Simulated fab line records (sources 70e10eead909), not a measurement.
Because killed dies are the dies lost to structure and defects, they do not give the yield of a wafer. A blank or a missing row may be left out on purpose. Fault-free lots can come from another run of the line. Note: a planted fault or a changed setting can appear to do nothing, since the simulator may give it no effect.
Problem report, 8D (eight disciplines) form, completed by code :: flow nandHarc :: the parts of the form that need people (team, actions taken, sign-off) are left out

== 1. THE PROBLEM ==
thkNm at NHARC_A_ONON_D1_THK_MEAS_02 reads a mean of 1578 nm on 1 wafer of 1 lot; wafers without a fault read 998 nm with a standard deviation of 11. That puts it +53 standard deviations away from the usual mean.
The step: measures by ellipsometry.
Earliest sighting: wafer L373.2 on filmMetro-02 at day 12 14:19. The record holds 39 wafers of 13 lots with a number at this step. Rule for "out" (also "out of limits"): further than 4 standard deviations from the usual mean. The other wafers with a number count as sound.

== 2. WHAT IT IS, AND WHAT IT ISN'T ==
question: which readings at this step
is: thkNm
is not: -

question: which lots
is: L373
is not: L361, L362, L363, L364, L365, L368, L378, L379, L380, L381, L383, L384

question: which wafers of those lots
is: L373.2
is not: L373.5, L373.6

question: read on which gauges
is: filmMetro-02
is not: filmMetro-01

question: when
is: from day 12 14:19
is not: up to then (20 sound wafers); but 18 sound wafers of L378, L379, L380, L381, L383, L384 came after

== 3. WHAT RULES OUT EACH SUSPECT ==
Counting: any tool at a process step up to the reading remains a suspect provided it ran every lot that is out. Sound lots after the first of them don't rule it out here, since some wafers of a struck lot are sound.
- the gauge at NHARC_A_ONON_D1_THK_MEAS_02 is ruled out. All the wafers that are out were read on filmMetro-02, but those of them that NHARC_END_SORT_01 has rows for are out there too, on other tools.
- pvdSputter-02 at NHARC_P_BONDPAD_PVD_17 (deposits TaN, target thk 5 nm, time 8.06 s): kept. It ran the lot that is out, L373 (day 11 13:31). NHARC_P_BONDPAD_PVD_17: start missing for some lots; hours and lot order therefore follow NHARC_P_BONDPAD_ANNEAL_28.
- rtpAnneal-01 at NHARC_P_BONDPAD_ANNEAL_28 (time 90 s): kept. L373, the lot that is out, went through it at day 11 13:31; up to then, the latest sound lot through it was L365 at day 8 12:12.
- pecvdOnon-02 at NHARC_A_ONON_D1_DEP_00 (target thk 1000 nm): kept. L373, the lot that is out, went through it at day 12 13:52; up to then, the latest sound lot through it was L365 at day 9 12:02.
Still standing after the count: pvdSputter-02 at NHARC_P_BONDPAD_PVD_17, rtpAnneal-01 at NHARC_P_BONDPAD_ANNEAL_28, pecvdOnon-02 at NHARC_A_ONON_D1_DEP_00.

== 4. THE CAUSE (what the simulator had put in) ==
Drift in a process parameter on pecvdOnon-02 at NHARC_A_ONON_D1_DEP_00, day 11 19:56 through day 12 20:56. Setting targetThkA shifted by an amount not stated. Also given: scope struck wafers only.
Counting leaves 3 suspects; this tool is one of them.

== 5. THE EFFECT CHAIN, in route order ==
Rows list readings where the struck wafers' mean (over those with a number) sits beyond 3 standard deviations from the usual. Readings are gone through only where the record gives a usual standard deviation; hours: the median, over the lots, of the time from a lot's start at the first step in this table giving one to that lot's start at this step; sigmas: the change measured in usual standard deviations.
hours: 0
step: NHARC_A_ONON_D1_THK_MEAS_02
reading: thkNm
usual: 998 nm
on struck wafers: 1578
change: +580
sigmas: +53

hours: 400
step: NHARC_END_SORT_01
reading: killedAtArray
usual: 56
on struck wafers: 672
change: +616
sigmas: +31

hours: 400
step: NHARC_END_SORT_01
reading: killedDies
usual: 60
on struck wafers: 677
change: +617
sigmas: +31

== 6. WHAT WOULD HAVE CAUGHT IT SOONER ==
The first out-of-limits reading at a measuring or inspecting step in this record came at day 12 14:19, 18 hours after the fault's start at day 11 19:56.
Each of the lots that are out, 1 in all, had begun NHARC_A_ONON_D1_DEP_00 on pecvdOnon-02 no later than day 12 14:19. A hold on the tool at that time would have spared none of them.
